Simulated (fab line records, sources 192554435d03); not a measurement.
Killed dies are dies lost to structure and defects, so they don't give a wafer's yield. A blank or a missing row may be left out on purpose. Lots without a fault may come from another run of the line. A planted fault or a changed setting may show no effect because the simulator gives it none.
Chamber matching | flow n5_finfet | N5_BEOL_M6_DEP_56 on pecvd-01: 3 sister chambers
The step deposits SiCN from 3MS/NH3, target thk 10 nm, time 17.5 s. 6 wafers are shown with their chamber, then 10 later ones without.

WAFERS WITH THEIR CHAMBER
wafer  | chamber | throttle_valve_pct (%) | showerhead_plenum_p_Torr (Torr)
L085.1 | 2       | 9.1                    | 3.655
L085.3 | 2       | 9.3                    | 3.663
L087.4 | 1       | 8.2                    | 3.666
L087.6 | 0       | 8.9                    | 3.655
L091.4 | 0       | 8.8                    | 3.665
L091.5 | 1       | 8.4                    | 3.664

WAFERS WITHOUT THEIR CHAMBER
wafer  | throttle_valve_pct (%) | showerhead_plenum_p_Torr (Torr)
L091.6 | 9.2                    | 3.664
L092.2 | 8.9                    | 3.653
L092.3 | 9.3                    | 3.656
L092.5 | 8.4                    | 3.670
L093.3 | 9.1                    | 3.668
L093.5 | 8.4                    | 3.653
L093.6 | 9.2                    | 3.663
L096.3 | 9.2                    | 3.664
L096.5 | 9.1                    | 3.674
L096.6 | 9.2                    | 3.670

WHICH CHAMBER EACH WENT THROUGH
wafer  | from the rows above     | in truth
L091.6 | 2                       | 2
L092.2 | can't be placed: 0 or 2 | 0
L092.3 | 2                       | 2
L092.5 | 1                       | 1
L093.3 | can't be placed: 2 or 0 | 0
L093.5 | can't be placed: 1 or 0 | 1
L093.6 | 2                       | 2
L096.3 | 2                       | 2
L096.5 | can't be placed: 2 or 0 | 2
L096.6 | can't be placed: 2 or 0 | 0
Placed correctly: 5 of 10. Can't be placed from these rows: 5 (the true chamber is among the candidates in 5). Placed wrongly: 0.
How it was worked out, from the rows above alone: a wafer's distance from a chamber is the root of the sum, over the readings, of the square of ((its reading less the chamber's mean) divided by the reading's scatter). The wafer belongs to the nearest chamber; if the next one is less than 2 further off, it can't be placed. A chamber's mean is the mean of its shown wafers. The scatter: the root of (the sum of the squares of (reading less its chamber's mean) over the shown wafers, divided by (wafers less chambers)).
